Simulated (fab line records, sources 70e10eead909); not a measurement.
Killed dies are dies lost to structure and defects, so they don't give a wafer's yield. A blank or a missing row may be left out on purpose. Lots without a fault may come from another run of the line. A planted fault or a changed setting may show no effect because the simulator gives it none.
Which tool did it? | flow nand_harc | 12 lots, 36 wafers sampled, at 6 steps of a route of 1302

WHAT THE GAUGES READ, wafer by wafer
NHARC_A_BLC_CD_MEAS_10: target cd 100 nm. Usual: cd_nm 99.8 nm, standard deviation 0.67.
lot  | measured     | on        | cd_nm (nm)        | flag
L952 | day 22 10:57 | cd_sem-02 | 98.0 100.2 98.9   |
L953 | day 23 00:14 | cd_sem-01 | 100.6 99.7 100.2  |
L954 | day 23 00:23 | cd_sem-02 | 100.4 100.9 100.8 |
L955 | day 23 02:29 | cd_sem-01 | 100.5 100.3 98.8  |
L961 | day 26 08:28 | cd_sem-01 | 120.2 99.8 100.2  | OFF
L960 | day 26 19:41 | cd_sem-01 | 121.1 100.0 99.2  | OFF
L968 | day 29 04:55 | cd_sem-03 | 100.1 100.0 99.1  |
L970 | day 30 02:19 | cd_sem-03 | 98.5 100.1 99.3   |
L972 | day 30 07:43 | cd_sem-02 | 99.2 99.3 99.9    |
L971 | day 30 13:25 | cd_sem-03 | 99.3 99.5 99.8    |
L973 | day 31 02:37 | cd_sem-03 | 99.1 100.4 100.0  |
L975 | day 32 08:11 | cd_sem-01 | 100.4 100.1 100.6 |

NHARC_END_SORT_01. Usual: killed_at_array 64, standard deviation 16; killed_at_other 1.0, standard deviation 1.1; killed_at_periphery 3.5, standard deviation 2.3; killed_dies 69, standard deviation 17; killed_open 3.2, standard deviation 1.6; killed_short 2.4, standard deviation 1.6.
lot  | measured     | on        | killed_at_array | killed_at_other | killed_at_periphery | killed_dies | killed_open | killed_short | flag
L961 | day 28 04:12 | prober-01 | 585 63 58       | 1 2 0           | 5 4 4               | 591 69 62   | 2 0 2       | 3 0 2        | OFF
L960 | day 28 16:53 | prober-01 | 595 62 50       | 1 0 3           | 3 2 2               | 599 64 55   | 5 4 4       | 1 2 0        | OFF

WHICH TOOL RAN EACH LOT (tool, then ch and the chambers of the sampled wafers, then the start)
lot  | NHARC_A_CONTACT_ETCH_134             | NHARC_A_BLC_PEB_08                | NHARC_A_BLC_STRIP_29               | NHARC_A_BLC_DEGAS_30
L952 | har_cap_etch-02 ch 0,1, day 22 05:59 | litho_track-01 ch 0, day 22 10:52 | rie_diel-06 ch 0,2, day 22 12:11   | pvd_sputter-02, day 22 12:43
L953 | har_cap_etch-03 ch 0,1, day 22 18:55 | litho_track-06 ch 0, day 23 00:09 | rie_diel-02 ch 2,3, day 23 01:28   | pvd_sputter-01, day 23 02:02
L954 | har_cap_etch-02 ch 0,1, day 22 19:19 | litho_track-04 ch 0, day 23 00:19 | rie_diel-05 ch 0,1,2, day 23 01:38 | pvd_sputter-02, day 23 02:09
L955 | har_cap_etch-01 ch 0,1, day 22 21:36 | litho_track-01 ch 0, day 23 02:24 | rie_diel-06 ch 0,1,3, day 23 03:55 | pvd_sputter-02, day 23 04:25
L961 | har_cap_etch-03 ch 0,1, day 26 03:37 | litho_track-01 ch 0, day 26 08:23 | rie_diel-02 ch 0,3, day 26 09:53   | pvd_sputter-03, day 26 10:27
L960 | har_cap_etch-01 ch 0,1, day 26 14:44 | litho_track-01 ch 0, day 26 19:37 | rie_diel-02 ch 0,1,3, day 26 20:55 | pvd_sputter-03, day 26 21:27
L968 | har_cap_etch-02 ch 0,1, day 28 23:42 | litho_track-04 ch 0, day 29 04:50 | rie_diel-06 ch 1,2, day 29 06:35   | pvd_sputter-03, day 29 07:08
L970 | har_cap_etch-02 ch 0,1, day 29 20:34 | litho_track-01 ch 0, day 30 02:14 | rie_diel-05 ch 0,2,3, day 30 03:35 | pvd_sputter-03, day 30 04:06
L972 | har_cap_etch-01 ch 0,1, day 30 01:59 | litho_track-06 ch 0, day 30 07:38 | rie_diel-05 ch 0,1,2, day 30 09:07 | pvd_sputter-02, day 30 09:39
L971 | har_cap_etch-03 ch 0,1, day 30 08:23 | litho_track-01 ch 0, day 30 13:20 | rie_diel-06 ch 0,1,2, day 30 14:50 | pvd_sputter-01, day 30 15:22
L973 | har_cap_etch-02 ch 0,1, day 30 21:40 | litho_track-01 ch 0, day 31 02:32 | rie_diel-06 ch 1,2,3, day 31 03:52 | pvd_sputter-01, day 31 04:22
L975 | har_cap_etch-01 ch 0,1, day 32 03:14 | litho_track-04 ch 0, day 32 08:07 | rie_diel-06 ch 1,2,3, day 32 09:29 | pvd_sputter-01, day 32 10:00
- NHARC_A_CONTACT_ETCH_134: etches the open film in C4F8/O2/Ar, time 140 s, target depth 700 nm.
- NHARC_A_BLC_PEB_08: peb time 65 s.
- NHARC_A_BLC_STRIP_29: strips in CF4.
- NHARC_A_BLC_DEGAS_30: time 60 s.

WHAT THE TOOLS THEMSELVES READ (means of the sampled wafers that have a number; where no wafer has one, the mark that the record gives instead)
NHARC_A_CONTACT_ETCH_134. Usual: chamber_pressure_mTorr 20.002 mTorr, standard deviation 0.018.
lot  | tool            | chamber_pressure_mTorr (mTorr) | flag
L952 | har_cap_etch-02 | 20.001                         |
L953 | har_cap_etch-03 | 20.007                         |
L954 | har_cap_etch-02 | 19.986                         |
L955 | har_cap_etch-01 | 19.991                         |
L961 | har_cap_etch-03 | 20.016                         |
L960 | har_cap_etch-01 | 19.998                         |
L968 | har_cap_etch-02 | 20.003                         |
L970 | har_cap_etch-02 | 20.008                         |
L972 | har_cap_etch-01 | 20.006                         |
L971 | har_cap_etch-03 | 20.031                         |
L973 | har_cap_etch-02 | 20.030                         |
L975 | har_cap_etch-01 | 19.999                         |

NHARC_A_BLC_PEB_08. Usual: chill_plate_temp_C 23.00 C, standard deviation 0.1.
lot  | tool           | chill_plate_temp_C (C) | flag
L952 | litho_track-01 | 23.00                  |
L953 | litho_track-06 | 23.04                  |
L954 | litho_track-04 | 23.08                  |
L955 | litho_track-01 | 23.07                  |
L961 | litho_track-01 | 23.07                  |
L960 | litho_track-01 | 23.05                  |
L968 | litho_track-04 | 22.89                  |
L970 | litho_track-01 | 23.02                  |
L972 | litho_track-06 | 23.00                  |
L971 | litho_track-01 | 22.93                  |
L973 | litho_track-01 | 22.95                  |
L975 | litho_track-04 | 23.07                  |

NHARC_A_BLC_STRIP_29. Usual: chamber_pressure_mTorr 50.00 mTorr, standard deviation 0.048; drypump_motor_current_A 5.7 A, standard deviation 0.5; oes_product_au 0.998 a.u., standard deviation 0.0092; rf_vpp_V 59.2 V, standard deviation 0.97; showerhead_plenum_p_Torr 1.74 Torr, standard deviation 0.074; throttle_valve_pct 13.284 %, standard deviation 0.008.
lot  | tool        | chamber_pressure_mTorr (mTorr) | drypump_motor_current_A (A) | oes_product_au (a.u.) | rf_vpp_V (V) | showerhead_plenum_p_Torr (Torr) | throttle_valve_pct (%) | flag
L952 | rie_diel-06 | 50.00                          | 5.6                         | 0.999                 | 57.9         | 1.68                            | 13.288                 |
L953 | rie_diel-02 | 50.00                          | 6.1                         | 0.995                 | 60.2         | 1.81                            | 13.279                 |
L954 | rie_diel-05 | 49.95                          | 6.1                         | 0.995                 | 60.2         | 1.74                            | 13.289                 |
L955 | rie_diel-06 | 49.97                          | 5.8                         | 0.999                 | 59.3         | 1.74                            | 13.286                 |
L961 | rie_diel-02 | 50.02                          | 6.1                         | 0.990                 | 59.5         | 1.76                            | 13.288                 |
L960 | rie_diel-02 | 50.00                          | 5.7                         | 0.991                 | 58.6         | 1.71                            | 13.282                 |
L968 | rie_diel-06 | 50.02                          | 5.1                         | 0.991                 | 58.6         | 1.72                            | 13.291                 |
L970 | rie_diel-05 | 49.98                          | 5.6                         | 1.005                 | 59.9         | 1.78                            | 13.285                 |
L972 | rie_diel-05 | 50.05                          | 6.1                         | 1.014                 | 58.9         | 1.72                            | 13.286                 |
L971 | rie_diel-06 | 49.99                          | 5.5                         | 1.004                 | 59.0         | 1.70                            | 13.290                 |
L973 | rie_diel-06 | 50.02                          | 5.3                         | 0.999                 | 59.1         | 1.76                            | 13.282                 |
L975 | rie_diel-06 | 49.98                          | 5.3                         | 0.992                 | 59.4         | 1.76                            | 13.289                 |

NHARC_A_BLC_DEGAS_30. Usual: heater_power_w 508 W, standard deviation 56.
lot  | tool           | heater_power_w (W) | flag
L952 | pvd_sputter-02 | 536                |
L953 | pvd_sputter-01 | 507                |
L954 | pvd_sputter-02 | 526                |
L955 | pvd_sputter-02 | 536                |
L961 | pvd_sputter-03 | 446                |
L960 | pvd_sputter-03 | 477                |
L968 | pvd_sputter-03 | 459                |
L970 | pvd_sputter-03 | 453                |
L972 | pvd_sputter-02 | 518                |
L971 | pvd_sputter-01 | 543                |
L973 | pvd_sputter-01 | 493                |
L975 | pvd_sputter-01 | 526                |

THE ANSWER, worked out from the rows above alone
Rule: a lot is off if the mean of its wafers that have a number lies more than 3 standard deviations from the usual mean. A lot without any number at a reading at which 4 lots or more have one is off too. The other lots that the step has rows for count as sound. The gauges are gone through in route order, then the tools' own readings, and for those a lot's mean is taken as printed above. The first step at which some lot is off is used, and at that step the reading that is off furthest; a lot without a number counts as furthest.
Off: L961, L960, at NHARC_A_BLC_CD_MEAS_10 (cd_nm).
A tool fits if, at a process step before that reading, it ran every lot that is off, and no sound lot after the first of them. The gauges at NHARC_A_BLC_CD_MEAS_10 aren't tried: what is off there is off at NHARC_END_SORT_01 too, on other tools, and a gauge's error can't cause that. None of those tried fits.

WHAT THE SIMULATOR HAD PUT IN
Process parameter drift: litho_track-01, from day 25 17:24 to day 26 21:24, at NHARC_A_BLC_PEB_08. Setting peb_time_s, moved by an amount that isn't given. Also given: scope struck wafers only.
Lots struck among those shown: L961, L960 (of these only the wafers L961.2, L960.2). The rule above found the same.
